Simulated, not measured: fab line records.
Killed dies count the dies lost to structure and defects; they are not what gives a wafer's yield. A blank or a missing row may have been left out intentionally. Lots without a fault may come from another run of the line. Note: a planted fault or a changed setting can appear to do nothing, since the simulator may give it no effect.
One fault through the eyes of 3 desks | flow nand_harc | each desk has only its own numbers; what lay behind them comes last

THE TOOL OWNER'S DESK: rie_diel-04
The tool's own readings at NHARC_A_SLIT_ETCH_29 (etches the open film in CF4/O2, target depth 100 nm, overetch 10 nm, time 55 s): means of the sampled wafers that have a number, for each lot that ran on this tool. Marked OUT: a lot whose mean sits more than 4 standard deviations from the usual mean, which makes it out of limits; the brackets give that distance.
Columns: A = drypump_motor_current_A at NHARC_A_SLIT_ETCH_29, usual 5.8 A; B = mfc_ar_sccm at NHARC_A_SLIT_ETCH_29, usual 0.006 sccm; C = oes_product_au at NHARC_A_SLIT_ETCH_29, usual 0.996 a.u.; D = rf_vpp_V at NHARC_A_SLIT_ETCH_29, usual 198.3 V; E = run_length_s at NHARC_A_SLIT_ETCH_29, usual 76.3 s; F = showerhead_plenum_p_Torr at NHARC_A_SLIT_ETCH_29, usual 1.36 Torr; G = throttle_valve_pct at NHARC_A_SLIT_ETCH_29, usual 13.398 %
lot  | first seen here | A   | B     | C     | D     | E               | F    | G
L199 | day 14 21:55    | 5.6 | 0.003 | 1.013 | 198.5 | 76.4            | 1.36 | 13.386
L200 | day 14 22:11    | 5.5 | 0.002 | 1.005 | 198.3 | 76.5            | 1.35 | 13.402
L201 | day 15 19:01    | 5.7 | 0.002 | 0.996 | 196.9 | 72.2 (-11) OUT  | 1.34 | 13.396
L203 | day 16 12:02    | 5.7 | 0.002 | 1.002 | 199.4 | 74.1 (-5.8) OUT | 1.36 | 13.407
L218 | day 19 20:17    | 5.5 | 0.002 | 1.001 | 198.3 | 76.4            | 1.35 | 13.404
Finding of this desk: L201, L203 out of limits; the first was L201 at day 15 19:01, on run_length_s at NHARC_A_SLIT_ETCH_29. In limits: L199, L200, L218.

THE METROLOGY DESK
Means of the sampled wafers that have a number, per lot and without regard to the tool the lot ran on: this is what the gauges read. Marked OUT: a lot whose mean sits more than 4 standard deviations from the usual mean, which makes it out of limits; the brackets give that distance.
Columns: A = overlay_x_nm at NHARC_A_SLIT_OVL_MEAS_10, usual -0.3 nm; B = overlay_y_nm at NHARC_A_SLIT_OVL_MEAS_10, usual 0.0 nm
lot  | first seen here | A    | B
L199 | day 14 18:55    | -1.0 | -1.4
L200 | day 14 19:04    | 0.6  | -0.2
L201 | day 15 16:04    | 1.0  | 0.3
L202 | day 15 16:35    | 0.6  | 0.1
L203 | day 16 06:18    | -0.8 | -0.4
L205 | day 16 21:52    | -1.2 | 0.8
L210 | day 17 16:20    | -0.4 | -1.3
L211 | day 18 06:00    | -0.8 | -0.5
L212 | day 18 12:33    | 0.8  | -0.2
L214 | day 18 19:08    | -0.6 | -0.2
L216 | day 19 14:15    | 0.2  | 2.1
L217 | day 19 16:56    | -3.1 | -1.4
L218 | day 19 17:17    | -0.7 | 1.4
L219 | day 20 16:25    | -1.9 | 0.4
Finding of this desk: none of the 14 lots has anything out of limits.

THE DEFECT DESK
Counts from the inspections along the route, per lot, as means over the sampled wafers that have a number. Marked OUT: a lot whose mean sits more than 4 standard deviations from the usual mean, which makes it out of limits; the brackets give that distance.
Columns: A = raw_defect_count at NHARC_A_SIN_REMOVE_INSPECT_04, usual 310
lot  | first seen here | A
L199 | day 15 06:14    | 352
L200 | day 15 06:14    | 388
L201 | day 16 03:39    | 217
L202 | day 16 03:42    | 366
L203 | day 16 20:19    | 289
L205 | day 17 11:51    | 279
L210 | day 18 03:22    | 297
L211 | day 18 17:22    | 301
L212 | day 18 23:47    | 321
L214 | day 19 07:19    | 497
L216 | day 20 01:25    | 271
L217 | day 20 06:12    | 309
L218 | day 20 06:12    | 304
L219 | day 21 06:31    | 257
Finding of this desk: none of the 14 lots has anything out of limits.

BROUGHT TOGETHER
The tool owner's desk had the chance to raise an alarm at day 15 19:01 on L201, L203.
From the metrology desk's view, nothing was out of limits.
The defect desk saw nothing out of limits.
The metrology desk holds a record of L201, L203, inside its limits.
The defect desk has L201, L203 on record, within its limits.
Of the lots named, all ran NHARC_A_SLIT_ETCH_29 on rie_diel-04.

WHAT HAD BEEN PUT IN BY THE SIMULATOR
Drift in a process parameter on rie_diel-04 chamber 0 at NHARC_A_SLIT_ETCH_29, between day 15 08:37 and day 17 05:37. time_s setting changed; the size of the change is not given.
Lots struck among those shown: L201, L203.
Time in hours from fault onset to the first out-of-limits reading at each desk: the tool owner's desk, 10.
